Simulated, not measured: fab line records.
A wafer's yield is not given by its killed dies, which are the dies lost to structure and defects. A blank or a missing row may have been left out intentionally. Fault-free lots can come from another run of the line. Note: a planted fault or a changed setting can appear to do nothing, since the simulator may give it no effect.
A lot that was struck, set against a sound lot	flow nandHarc	12 out of 1302 route steps
Sound: these wafers, L192.2, L192.3, L192.6. Struck: wafer L206.2 (left out: L206.5, a lot-mate that was not struck); the cause follows at the end.
Each step with rows lists, per side, the tool, then ch with its chambers, then its first start. Under that, the readings that differ: sound wafers	struck wafers	difference of the means	sigmas: that difference in standard deviations of wafers without a fault.
alike: readings with means less than 2 such deviations apart, plus words and numbers identical on both sides. not compared: withheld readings, readings lacking a value on some wafer, bounds such as >300 that could conceal the same value, and numbers that have no deviation in the record and whose values overlap.
Wherever a step has rows on one side only, a row that says differs or no value, or a row with sigmas, the two part there. When numbers do not overlap yet have no deviation, they are printed without sigmas and do not part them. Lack of a reading on every wafer of one side parts them only where that side has two or more wafers.

NHARC_A_CHANNEL_FILL_D1_ALD_25: deposits SiOx, target thk 60 nm, pulse time 10 s, ald cycles 600.
  sound on aldHk-01 ch 0,2,3, day 11 15:45; struck on aldHk-01 ch 3, day 16 22:37
  alike: heaterPowerW, precursorPulseHeightRel
NHARC_A_CHANNEL_FILL_D1_ETCHBACK_08: etches the open film in C4F8, target depth 220 nm, time 110 s.
  sound: rieDiel-12 ch 0,1,3; struck: rieDiel-12 ch 2
  alike: oesProductAu, rfVppV, runLengthS
  not compared: rfHoursCounterH
NHARC_A_CHANNEL_FILL_D1_STRIP_29: strips in O2, time 20 s.
  sound: rieDiel-12 ch 1,3; struck: rieDiel-12 ch 2
reading	sound	struck	difference	sigmas
drypumpMotorCurrentA (A)	6.4 5.7 6.5	5.3	-0.9	-2
  alike: o2FlowSccm, oesProductAu, rfVppV, showerheadPlenumPTorr, throttleValvePct
  not compared: rfHoursCounterH
then, 3 steps without rows for these wafers: NHARC_A_CHANNEL_FILL_D1_PRECLEAN_30 (cleans in dHF, time 30 s); NHARC_A_CHANNEL_FILL_D1_SRD_31; NHARC_A_CHANNEL_FILL_D1_CVD_09 (deposits poly-Si, target thk 150 nm, time 3000 s).
NHARC_A_CHANNEL_FILL_D1_CMP_10: polishes, target thk 150 nm.
  sound on cmp-01 ch 0,1, day 12 06:39; struck on cmp-04 ch 2, day 17 10:46
reading	sound	struck	difference	sigmas
motorCurrentA (A)	12.3 13.2 13.1	9.5	-3.4	-3
slurryFlowMlMin	149.5 149.3 149.9	150.6	+1.0	+3
  alike: timeToEndpointS
next, for these wafers, 1 step has no rows: NHARC_A_CHANNEL_FILL_D1_SRD_12.
NHARC_A_CHANNEL_FILL_D1_INSPECT_13:
  struck on defectInspect-01, day 17 11:08; sound on defectInspect-02, day 12 07:04
  alike: rawDefectCount
NHARC_A_DECK1_JOINT_ETCHBACK_07: etches the open film in HBr, target depth 105 nm, time 26.9 s.
  sound on rieSi-04 ch 0,1,2, day 12 07:09; struck on rieSi-04 ch 1, day 17 11:13
reading	sound	struck	difference	sigmas
runLengthS (s)	48.6 48.3 47.8	44.6	-3.6	-9
  alike: drypumpMotorCurrentA, oesProductAu, throttleValvePct
  not compared: rfHoursCounterH
then, 1 step without rows for these wafers: NHARC_A_DECK1_JOINT_ETCH_25 (etches SiO2 in dHF, target depth 0.5 nm).
-- jump in the record: it breaks off in module A_DECK1_JOINT and resumes in module END (first step shown: number 1302 of the route), and 14 days separate the struck wafers' starts before and after --
NHARC_END_SORT_01:
  sound on prober-02 ch 0, day 25 04:52; struck on prober-02 ch 0, day 31 02:45
reading	sound	struck	difference	sigmas
killedAtPeriphery	5 8 12	2	-6	-2
  alike: killedAtArray, killedAtOther, killedDies, killedOpen, killedShort

## WHERE THEY PART
First at NHARC_A_CHANNEL_FILL_D1_STRIP_29; last, within this record, at NHARC_END_SORT_01.

WHY: what the simulator had put in
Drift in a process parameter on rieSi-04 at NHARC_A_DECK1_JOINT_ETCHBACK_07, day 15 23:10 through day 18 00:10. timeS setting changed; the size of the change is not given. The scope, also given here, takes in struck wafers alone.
